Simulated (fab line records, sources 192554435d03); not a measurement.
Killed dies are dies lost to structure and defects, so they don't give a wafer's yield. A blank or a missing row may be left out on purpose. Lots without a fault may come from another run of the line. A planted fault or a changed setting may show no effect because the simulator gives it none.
Which tool did it? | flow n5_finfet | 14 lots, 40 wafers sampled, at 7 steps of a route of 1938

WHAT THE GAUGES READ, wafer by wafer
N5_BEOL_M2_CD_MEAS_18: pitch 36 nm, target cd 18 nm.
lot  | measured     | on        | cd_nm (nm)
L165 | day 6 13:57  | cd_sem-02 | 18.3 17.9 18.2
L167 | day 7 05:53  | cd_sem-02 | 18.5 18.1 18.5
L168 | day 7 14:02  | cd_sem-01 | 18.0 18.4 17.8
L169 | day 7 19:22  | cd_sem-02 | 18.1 18.2 18.3
L171 | day 8 09:17  | cd_sem-01 | 18.4 17.7
L177 | day 9 14:40  | cd_sem-03 | - - -
L180 | day 10 02:39 | cd_sem-02 | 17.7 17.8 17.5
L178 | day 10 04:17 | cd_sem-01 | - - -
L181 | day 10 13:11 | cd_sem-03 | 17.7 18.1 18.2
L182 | day 10 18:11 | cd_sem-03 | 17.9 17.9 18.3
L184 | day 11 07:29 | cd_sem-01 | 18.4 17.9 17.7
L185 | day 11 17:10 | cd_sem-03 | 18.7 17.9
L186 | day 12 02:57 | cd_sem-01 | 18.2 18.3 18.4
L187 | day 12 09:42 | cd_sem-03 | 17.7 18.7 17.5

N5_BEOL_M4_RC_MEAS_101.
lot  | measured     | on        | DIBL_N (mV/V)  | DIBL_P (mV/V)  | IOFF_N (nA/um) | IOFF_P (nA/um) | ION_N (uA/um) | ION_P (uA/um) | SS_N (mV/dec)  | SS_P (mV/dec)  | VT_N (mV)   | VT_P (mV)
L165 | day 7 15:59  | prober-02 | 36.3 36.8 38.4 | 36.0 36.5 37.9 | 0.14 0.14 0.17 | 0.21 0.21 0.25 | 683 665 676   | 471 462 464   | 71.0 71.5 71.2 | 73.8 73.4 74.0 | 254 253 250 | -254 -253 -251
L167 | day 8 12:02  | prober-01 | 37.1 34.0 35.2 | 37.1 33.1 35.2 | 0.18 0.12 0.15 | 0.21 0.16 0.18 | 673 648 679   | 458 447 456   | 72.1 71.8 72.0 | 74.2 72.7 73.1 | 248 254 250 | -250 -255 -254
L168 | day 8 17:03  | prober-02 | 36.0 38.8 38.9 | 35.8 39.2 39.4 | 0.14 0.20 0.19 | 0.22 0.28 0.28 | 661 679 675   | 460 467 473   | 72.0 71.9 72.2 | 73.4 74.3 74.7 | 255 249 248 | -250 -244 -244
L169 | day 8 20:27  | prober-01 | 34.0 35.5 32.7 | 34.1 35.7 32.4 | 0.12 0.15 0.11 | 0.20 0.21 0.18 | 665 666 669   | 465 461 468   | 70.5 70.8 70.6 | 73.1 73.2 72.9 | 253 251 256 | -249 -247 -252
L171 | day 9 13:11  | prober-01 | 34.9 36.1      | 34.1 35.5      | 0.12 0.14      | 0.17 0.18      | 655 669       | 452 454       | 70.8 71.9      | 72.7 72.6      | 253 255     | -255 -254
L180 | day 11 05:26 | prober-02 | 37.3 33.8 35.9 | 38.7 33.8 36.8 | 0.19 0.12 0.17 | 0.27 0.20 0.24 | 687 680 680   | 475 476 469   | 71.9 70.7 71.6 | 73.0 72.2 73.1 | 245 252 247 | -241 -248 -244
L181 | day 11 13:49 | prober-02 | 36.2 38.6 35.8 | 33.6 36.5 33.4 | 0.13 0.18 0.13 | 0.19 0.23 0.19 | 663 679 653   | 451 464 456   | 71.1 71.7 71.4 | 72.5 73.8 73.3 | 253 252 253 | -255 -248 -254
L182 | day 11 21:50 | prober-01 | 37.7 37.0 38.1 | 38.2 36.0 37.4 | 0.18 0.15 0.19 | 0.22 0.20 0.23 | 687 668 676   | 465 461 464   | 71.7 72.2 72.0 | 73.5 73.6 73.1 | 249 250 250 | -252 -255 -248
L184 | day 12 09:29 | prober-01 | 36.9 33.8 36.6 | 37.1 33.7 37.1 | 0.16 0.11 0.16 | 0.18 0.13 0.17 | 670 662 682   | 454 446 459   | 71.6 70.9 71.5 | 73.1 72.7 73.2 | 251 256 249 | -258 -262 -258
L185 | day 12 17:08 | prober-01 | 36.8 38.1      | 35.2 37.4      | 0.15 0.17      | 0.19 0.21      | 667 689       | 454 464       | 71.3 71.6      | 73.0 74.0      | 253 246     | -254 -253
L186 | day 13 07:39 | prober-01 | 34.2 37.2 36.9 | 32.7 37.0 36.4 | 0.10 0.15 0.14 | 0.14 0.19 0.19 | 656 667 666   | 455 456 463   | 70.4 71.2 71.6 | 71.8 72.6 72.9 | 257 251 252 | -254 -253 -255
L187 | day 13 10:01 | prober-01 | 37.9 39.1 39.1 | 38.5 41.1 41.7 | 0.19 0.23 0.25 | 0.23 0.28 0.29 | 687 697 708   | 466 472 478   | 71.7 73.3 72.5 | 74.6 74.0 74.3 | 248 245 243 | -249 -248 -248

WHICH TOOL RAN EACH LOT (tool, then ch and the chambers of the sampled wafers, then the start)
lot  | N5_BEOL_M1_ANNEAL_80         | N5_BEOL_M2_PECVD_72             | N5_BEOL_M2_ETCH_74                 | N5_BEOL_M2_ETCH_63                 | N5_BEOL_M2_ETCH_64
L165 | pvd_sputter-01, day 6 09:25  | pecvd-04 ch 0,1, day 6 12:25    | rie_diel-06 ch 0,3, day 6 13:33    | rie_diel-06 ch 0,3, day 6 13:34    | rie_diel-06 ch 0,3, day 6 13:36
L167 | pvd_sputter-01, day 7 00:42  | pecvd-01 ch 1,2, day 7 03:22    | rie_diel-06 ch 0,2,3, day 7 05:29  | rie_diel-06 ch 0,2,3, day 7 05:31  | rie_diel-06 ch 0,2,3, day 7 05:32
L168 | pvd_sputter-03, day 7 08:36  | pecvd-02 ch 0,2, day 7 11:18    | rie_diel-04 ch 0,1,3, day 7 13:38  | rie_diel-04 ch 0,1,3, day 7 13:40  | rie_diel-04 ch 0,1,3, day 7 13:41
L169 | pvd_sputter-02, day 7 13:40  | pecvd-02 ch 0,1,2, day 7 16:23  | rie_diel-04 ch 0,1,3, day 7 18:53  | rie_diel-04 ch 0,1,3, day 7 18:53  | rie_diel-04 ch 0,1,3, day 7 18:55
L171 | pvd_sputter-02, day 8 05:17  | pecvd-01 ch 1,2, day 8 07:59    | rie_diel-04 ch 0,2, day 8 08:52    | rie_diel-04 ch 0,2, day 8 08:53    | rie_diel-04 ch 0,2, day 8 08:55
L177 | pvd_sputter-03, day 9 09:45  | pecvd-01 ch 0,1,2, day 9 12:41  | rie_diel-06 ch 1,2,3, day 9 14:16  | rie_diel-06 ch 1,2,3, day 9 14:16  | rie_diel-06 ch 1,2,3, day 9 14:18
L180 | pvd_sputter-03, day 9 20:58  | pecvd-01 ch 1,2, day 9 23:41    | rie_diel-04 ch 1,3, day 10 02:07   | rie_diel-04 ch 1,3, day 10 02:07   | rie_diel-04 ch 1,3, day 10 02:09
L178 | pvd_sputter-02, day 9 23:53  | pecvd-02 ch 0,1, day 10 02:52   | rie_diel-06 ch 0,1, day 10 03:53   | rie_diel-06 ch 0,1, day 10 03:55   | rie_diel-06 ch 0,1, day 10 03:56
L181 | pvd_sputter-02, day 10 07:22 | pecvd-01 ch 0,1, day 10 10:12   | rie_diel-02 ch 0,2,3, day 10 12:47 | rie_diel-02 ch 0,2,3, day 10 12:48 | rie_diel-02 ch 0,2,3, day 10 12:50
L182 | pvd_sputter-03, day 10 13:46 | pecvd-01 ch 0,1,2, day 10 16:29 | rie_diel-02 ch 0,1, day 10 17:36   | rie_diel-02 ch 0,1, day 10 17:37   | rie_diel-02 ch 0,1, day 10 17:39
L184 | pvd_sputter-02, day 11 03:23 | pecvd-01 ch 0,2, day 11 06:05   | rie_diel-02 ch 1,2, day 11 07:04   | rie_diel-02 ch 1,2, day 11 07:05   | rie_diel-02 ch 1,2, day 11 07:07
L185 | pvd_sputter-01, day 11 10:49 | pecvd-01 ch 1,2, day 11 13:32   | rie_diel-02 ch 0,1, day 11 16:46   | rie_diel-02 ch 0,1, day 11 16:47   | rie_diel-02 ch 0,1, day 11 16:48
L186 | pvd_sputter-01, day 11 18:28 | pecvd-02 ch 1,2, day 11 21:11   | rie_diel-06 ch 0,2,3, day 12 02:33 | rie_diel-06 ch 0,2,3, day 12 02:34 | rie_diel-06 ch 0,2,3, day 12 02:36
L187 | pvd_sputter-01, day 12 04:34 | pecvd-01 ch 2, day 12 07:23     | rie_diel-02 ch 0,1, day 12 09:11   | rie_diel-02 ch 0,1, day 12 09:13   | rie_diel-02 ch 0,1, day 12 09:14
- N5_BEOL_M1_ANNEAL_80: time 240 s.
- N5_BEOL_M2_PECVD_72: deposits SiO2 from TEOS/O2, target thk 16 nm, time 18 s.
- N5_BEOL_M2_ETCH_74: etches underlayer in N2/H2, target depth 6.5 nm, time 5.2 s.
- N5_BEOL_M2_ETCH_63: etches SiARC in CF4, target depth 15.6 nm, time 26 s.
- N5_BEOL_M2_ETCH_64: etches SOC in N2/H2, target depth 75 nm, overetch 22.5 nm, time 121.9 s.

WHAT THE TOOLS THEMSELVES READ (means of the sampled wafers that have a number; where no wafer has one, the mark that the record gives instead)
N5_BEOL_M1_ANNEAL_80.
lot  | tool           | heater_power_w (W)
L165 | pvd_sputter-01 | 818
L167 | pvd_sputter-01 | 836
L168 | pvd_sputter-03 | 812
L169 | pvd_sputter-02 | 792
L171 | pvd_sputter-02 | 870
L177 | pvd_sputter-03 | 843
L180 | pvd_sputter-03 | 860
L178 | pvd_sputter-02 | 812
L181 | pvd_sputter-02 | 768
L182 | pvd_sputter-03 | 787
L184 | pvd_sputter-02 | 820
L185 | pvd_sputter-01 | 818
L186 | pvd_sputter-01 | 792
L187 | pvd_sputter-01 | 851

N5_BEOL_M2_PECVD_72.
lot  | tool     | heater_power_w (W) | showerhead_plenum_p_Torr (Torr) | throttle_valve_pct (%)
L165 | pecvd-04 | 708                | 8.68                            | 23.6
L167 | pecvd-01 | 586                | 8.77                            | 22.1
L168 | pecvd-02 | 614                | 8.75                            | 22.5
L169 | pecvd-02 | 792                | 8.78                            | 22.8
L171 | pecvd-01 | 640                | 8.75                            | 22.8
L177 | pecvd-01 | 746                | 8.77                            | 22.5
L180 | pecvd-01 | 640                | 8.75                            | 23.3
L178 | pecvd-02 | 822                | 8.74                            | 22.7
L181 | pecvd-01 | 761                | 8.75                            | 23.9
L182 | pecvd-01 | 687                | 8.76                            | 22.5
L184 | pecvd-01 | 648                | 8.77                            | 21.2
L185 | pecvd-01 | 669                | 8.75                            | 22.4
L186 | pecvd-02 | 784                | 8.81                            | 22.4
L187 | pecvd-01 | 554                | 8.77                            | 20.4

N5_BEOL_M2_ETCH_74.
lot  | tool        | bias_w (W) | chamber_pressure_mTorr (mTorr) | drypump_motor_current_A (A) | etch_rf_on_time_s (s) | oes_product_au (a.u.) | rf_vpp_V (V) | showerhead_plenum_p_Torr (Torr) | throttle_valve_pct (%)
L165 | rie_diel-06 | 149.5      | 29.99                          | 5.9                         | 5.26                  | 0.59                  | 523.8        | 2.53                            | 18.26
L167 | rie_diel-06 | 150.0      | 30.03                          | 5.8                         | 5.14                  | 0.60                  | 523.3        | 2.50                            | 18.17
L168 | rie_diel-04 | 150.1      | 30.02                          | 5.7                         | 5.15                  | 0.69                  | 522.7        | 2.52                            | 17.91
L169 | rie_diel-04 | 149.9      | 29.97                          | 5.8                         | 5.18                  | 0.69                  | 523.7        | 2.52                            | 17.89
L171 | rie_diel-04 | 150.1      | 29.97                          | 6.2                         | 5.25                  | 0.65                  | 521.8        | 2.44                            | 17.77
L177 | rie_diel-06 | 149.3      | 29.99                          | 5.8                         | 5.33                  | 0.60                  | 523.0        | 2.50                            | 18.23
L180 | rie_diel-04 | 149.5      | 30.00                          | 5.6                         | 5.16                  | 0.66                  | 523.8        | 2.53                            | 18.08
L178 | rie_diel-06 | 150.3      | 30.00                          | 6.1                         | 5.12                  | 0.70                  | 525.1        | 2.58                            | 17.92
L181 | rie_diel-02 | 149.6      | 30.03                          | 5.4                         | 5.15                  | 0.68                  | 525.3        | 2.59                            | 17.95
L182 | rie_diel-02 | 150.4      | 29.99                          | 5.5                         | 5.14                  | 0.64                  | 523.9        | 2.61                            | 18.12
L184 | rie_diel-02 | 150.0      | 30.02                          | 5.2                         | 5.24                  | 0.60                  | 525.0        | 2.54                            | 18.03
L185 | rie_diel-02 | 149.9      | 29.98                          | 5.4                         | 5.13                  | 0.66                  | 526.3        | 2.60                            | 18.14
L186 | rie_diel-06 | 149.8      | 30.03                          | 5.8                         | 5.11                  | 0.74                  | 521.7        | 2.49                            | 17.92
L187 | rie_diel-02 | 149.9      | 29.99                          | 5.4                         | 5.21                  | 0.67                  | 525.2        | 2.59                            | 18.13

N5_BEOL_M2_ETCH_63.
lot  | tool        | bias_w (W) | cf4_flow_sccm (sccm) | drypump_motor_current_A (A) | etch_rf_on_time_s (s) | oes_product_au (a.u.) | rf_vpp_V (V) | showerhead_plenum_p_Torr (Torr) | throttle_valve_pct (%)
L165 | rie_diel-06 | 36.14      | 99.72                | 5.9                         | 26.2                  | 0.59                  | 184.4        | 2.13                            | 16.05
L167 | rie_diel-06 | 35.96      | 100.01               | 5.7                         | 26.0                  | 0.60                  | 183.6        | 2.11                            | 15.94
L168 | rie_diel-04 | 35.94      | 100.37               | 5.8                         | 26.1                  | 0.68                  | 183.0        | 2.13                            | 15.71
L169 | rie_diel-04 | 35.97      | 99.84                | 5.7                         | 25.7                  | 0.69                  | 183.2        | 2.13                            | 15.72
L171 | rie_diel-04 | 35.92      | 100.34               | 6.2                         | 26.1                  | 0.65                  | 182.2        | 2.06                            | 15.62
L177 | rie_diel-06 | -          | -                    | -                           | -                     | -                     | -            | -                               | -
L180 | rie_diel-04 | 35.99      | 100.07               | 5.6                         | 25.7                  | 0.66                  | 184.3        | 2.15                            | 15.88
L178 | rie_diel-06 | -          | -                    | -                           | -                     | -                     | -            | -                               | -
L181 | rie_diel-02 | 35.94      | 100.15               | 5.4                         | 26.1                  | 0.67                  | 184.7        | 2.19                            | 15.72
L182 | rie_diel-02 | 35.96      | 100.23               | 5.4                         | 25.9                  | 0.64                  | 184.4        | 2.20                            | 15.93
L184 | rie_diel-02 | 35.97      | 99.57                | 5.2                         | 25.7                  | 0.60                  | 184.2        | 2.16                            | 15.90
L185 | rie_diel-02 | 36.00      | 99.56                | 5.4                         | 25.4                  | 0.66                  | 185.0        | 2.20                            | 15.92
L186 | rie_diel-06 | 35.97      | 100.01               | 5.7                         | 25.3                  | 0.74                  | 183.4        | 2.09                            | 15.66
L187 | rie_diel-02 | 36.01      | 99.80                | 5.4                         | 25.8                  | 0.67                  | 184.2        | 2.19                            | 15.91

N5_BEOL_M2_ETCH_64.
lot  | tool        | bias_w (W) | chamber_pressure_mTorr (mTorr) | drypump_motor_current_A (A) | oes_product_au (a.u.) | rf_vpp_V (V) | showerhead_plenum_p_Torr (Torr) | temp_c (C) | throttle_valve_pct (%)
L165 | rie_diel-06 | 149.9      | 30.00                          | 6.0                         | 0.53                  | 523.6        | 2.54                            | 39.78      | 18.23
L167 | rie_diel-06 | 150.3      | 30.03                          | 5.7                         | 0.53                  | 523.4        | 2.50                            | 39.97      | 18.11
L168 | rie_diel-04 | 150.1      | 30.04                          | 5.7                         | 0.61                  | 523.0        | 2.52                            | 39.95      | 17.86
L169 | rie_diel-04 | 149.9      | 30.03                          | 5.7                         | 0.61                  | 523.1        | 2.51                            | 39.99      | 17.85
L171 | rie_diel-04 | 149.9      | 30.01                          | 6.3                         | 0.58                  | 520.0        | 2.44                            | 39.99      | 17.75
L177 | rie_diel-06 | 149.8      | 29.98                          | 5.8                         | 0.26                  | 523.9        | 2.50                            | 39.97      | 18.16
L180 | rie_diel-04 | 149.8      | 29.98                          | 5.6                         | 0.58                  | 523.1        | 2.53                            | 39.92      | 18.04
L178 | rie_diel-06 | 150.2      | 30.01                          | 6.0                         | 0.30                  | 525.7        | 2.58                            | 40.00      | 17.84
L181 | rie_diel-02 | 149.9      | 30.02                          | 5.4                         | 0.60                  | 525.3        | 2.59                            | 40.01      | 17.91
L182 | rie_diel-02 | 149.9      | 30.00                          | 5.4                         | 0.57                  | 524.6        | 2.61                            | 39.86      | 18.08
L184 | rie_diel-02 | 149.9      | 29.98                          | 5.2                         | 0.54                  | 523.6        | 2.54                            | 40.05      | 17.98
L185 | rie_diel-02 | 149.9      | 29.98                          | 5.4                         | 0.57                  | 526.0        | 2.60                            | 40.12      | 18.07
L186 | rie_diel-06 | 150.2      | 30.02                          | 5.7                         | 0.65                  | 522.5        | 2.49                            | 40.04      | 17.85
L187 | rie_diel-02 | 149.8      | 30.02                          | 5.4                         | 0.59                  | 524.6        | 2.59                            | 39.96      | 18.09

THE ANSWER, worked out from the rows above alone
Rule: what is usual is taken from the lots themselves. Put in order of their means at a reading, lots are off if they are a third of the lots or fewer, leave a main group of 4 or more, and stand apart from it by a gap of 3 or more times the standard deviation of the main group's means; of several such gaps the widest counts. A main group whose means are all the same, to the digits that the tables above print for the reading, isn't used. A lot without any number at a reading at which 4 lots or more have one is off too. The other lots that the step has rows for count as sound. The gauges are gone through in route order, then the tools' own readings, and for those a lot's mean is taken as printed above. The first step at which some lot is off is used, and at that step the reading that is off furthest; a lot without a number counts as furthest.
Off: L177, L178, at N5_BEOL_M2_CD_MEAS_18 (cd_nm). Without a number there: L177, L178. The main group: mean 18.1 nm, standard deviation 0.18.
A tool fits if, at a process step before that reading, it ran every lot that is off, and no sound lot after the first of them. The gauges at N5_BEOL_M2_CD_MEAS_18 aren't tried: what is off there is off at N5_BEOL_M2_ETCH_63 too, on other tools, and a gauge's error can't cause that. None of those tried fits.

WHAT THE SIMULATOR HAD PUT IN
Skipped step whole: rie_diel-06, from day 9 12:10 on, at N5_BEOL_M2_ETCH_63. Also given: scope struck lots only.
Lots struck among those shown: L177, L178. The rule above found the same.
